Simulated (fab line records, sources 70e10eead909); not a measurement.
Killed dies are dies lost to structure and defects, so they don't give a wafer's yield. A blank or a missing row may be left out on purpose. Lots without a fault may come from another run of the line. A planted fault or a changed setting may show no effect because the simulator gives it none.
A struck lot beside a sound one | flow nand_harc | 18 steps out of a route of 1159
Sound: wafers L242.2, L242.3, L242.4. Struck: wafers L252.1, L252.3, L252.4. The cause comes at the end.
At each step with rows: each side's tool, then ch and its chambers, then its first start. Under that, the readings that differ: sound wafers | struck wafers | difference of the means | sigmas: that difference in standard deviations of wafers without a fault.
alike: readings whose means differ by less than 2 such deviations, and words and numbers that are the same on both sides. not compared: withheld readings, readings that some wafer has no value for, bounds like >300 that may hide the same value, and numbers for which the record gives no deviation and whose values overlap.
The two part at a step that has a row with sigmas, a row that says differs or no value, or rows on one side only. Numbers that don't overlap but have no deviation are shown without sigmas and don't part them. A reading that every wafer of one side lacks parts them only if that side has two wafers or more.

NHARC_A_SGD_CUT_CD_MEAS_09: target cd 100 nm.
  sound on cd_sem-01 ch 0, day 15 22:10; struck on cd_sem-02 ch 0, day 18 19:05
  alike: cd_nm
NHARC_A_SGD_CUT_OVL_MEAS_10:
  sound on overlay-01, day 15 22:15; struck on overlay-01, day 18 19:11
  alike: overlay_x_nm, overlay_y_nm
NHARC_A_SGD_CUT_INSPECT_11:
  sound on defect_inspect-02, day 15 22:17; struck on defect_inspect-02, day 18 19:13
  alike: raw_defect_count
NHARC_A_SGD_CUT_DESCUM_14: chemistry O2, time 3 s.
  sound on rie_diel-08 ch 0,1,2, day 15 22:21; struck on rie_diel-06 ch 0,1,3, day 18 19:16
  alike: drypump_motor_current_A, oes_product_au, rf_vpp_V, showerhead_plenum_p_Torr, throttle_valve_pct
  not compared: rf_hours_counter_h
then, 1 step without rows for these wafers: NHARC_A_SGD_CUT_ETCH_58 (etches the open film in CF4, target depth 39 nm, time 65 s).
NHARC_A_SGD_CUT_ETCH_59: etches the open film in N2/H2, target depth 260 nm, time 406.25 s.
  sound on rie_diel-08 ch 0,1,2; struck on rie_diel-06 ch 0,2,3
  alike: drypump_motor_current_A, oes_product_au, rf_vpp_V, showerhead_plenum_p_Torr, throttle_valve_pct
  not compared: rf_hours_counter_h
NHARC_A_SGD_CUT_ETCH_15: etches the open film in CH3F/O2, target depth 75 nm, time 64.3 s.
  sound on rie_diel-08 ch 0,2; struck on rie_diel-06 ch 0,2,3
  alike: drypump_motor_current_A, oes_product_au, rf_vpp_V, showerhead_plenum_p_Torr, throttle_valve_pct
  not compared: rf_hours_counter_h
NHARC_A_SGD_CUT_ETCH_16: etches the open film in C4F8/O2/Ar, target depth 310.5 nm, time 155.2 s.
  sound on rie_diel-08 ch 0,1; struck on rie_diel-06 ch 0,1,2
  alike: oes_product_au, rf_vpp_V
  not compared: rf_hours_counter_h
then, 1 step without rows for these wafers: NHARC_A_SGD_CUT_STRIP_60 (strips in C4F8/O2/Ar).
NHARC_A_SGD_CUT_STRIP_17: strips in O2.
  sound on rie_diel-08 ch 0,2; struck on rie_diel-06 ch 0,1,2
  alike: drypump_motor_current_A, oes_product_au, rf_vpp_V, showerhead_plenum_p_Torr, throttle_valve_pct
  not compared: rf_hours_counter_h
then, 2 steps without rows for these wafers: NHARC_A_SGD_CUT_PRECLEAN_18 (cleans in SC1); NHARC_A_SGD_CUT_SRD_19.
NHARC_A_SGD_CUT_DEP_20: deposits SiO2, target thk 150 nm.
  sound on fcvd-01 ch 0,1, day 16 00:11; struck on fcvd-02 ch 0,1, day 18 20:25
  reading              | sound             | struck | difference                    | sigmas
  susceptor_temp_C (C) | 64.97 64.94 65.17 | - - -  | no value on the struck wafers |
then, 1 step without rows for these wafers: NHARC_A_SGD_CUT_ANNEAL_27 (time 1800 s).
NHARC_A_SGD_CUT_CMP_21: polishes, target thk 148.19 nm.
  sound on cmp-04 ch 0,2,3, day 16 03:39; struck on cmp-02 ch 1,2,3, day 19 00:59
  reading                | sound          | struck         | difference | sigmas
  time_to_endpoint_s (s) | 50.5 53.0 50.7 | 15.1 15.8 17.3 | -35.3      | -15
  alike: motor_current_A
NHARC_A_SGD_CUT_THK_MEAS_22: measures by ellipsometry.
  sound on film_metro-01, day 16 03:54; struck on film_metro-01, day 19 01:14
  reading     | sound             | struck         | difference | sigmas
  thk_nm (nm) | 149.3 147.3 147.3 | 49.7 49.7 50.7 | -97.9      | -75
then, 1 step without rows for these wafers: NHARC_A_SGD_CUT_SRD_23.
-- the record jumps here: 5 days lie between the struck wafers' starts before and after (it left off in module A_SGD_CUT and takes up again in module END, whose first step shown is number 1159 of the route) --
NHARC_END_SORT_01:
  the record has rows for the struck wafers here (prober-02 ch 0, day 24 11:49) and none for the sound ones

WHERE THEY PART
First at NHARC_A_SGD_CUT_DEP_20; last, within this record, at NHARC_END_SORT_01.

WHY: what the simulator had put in
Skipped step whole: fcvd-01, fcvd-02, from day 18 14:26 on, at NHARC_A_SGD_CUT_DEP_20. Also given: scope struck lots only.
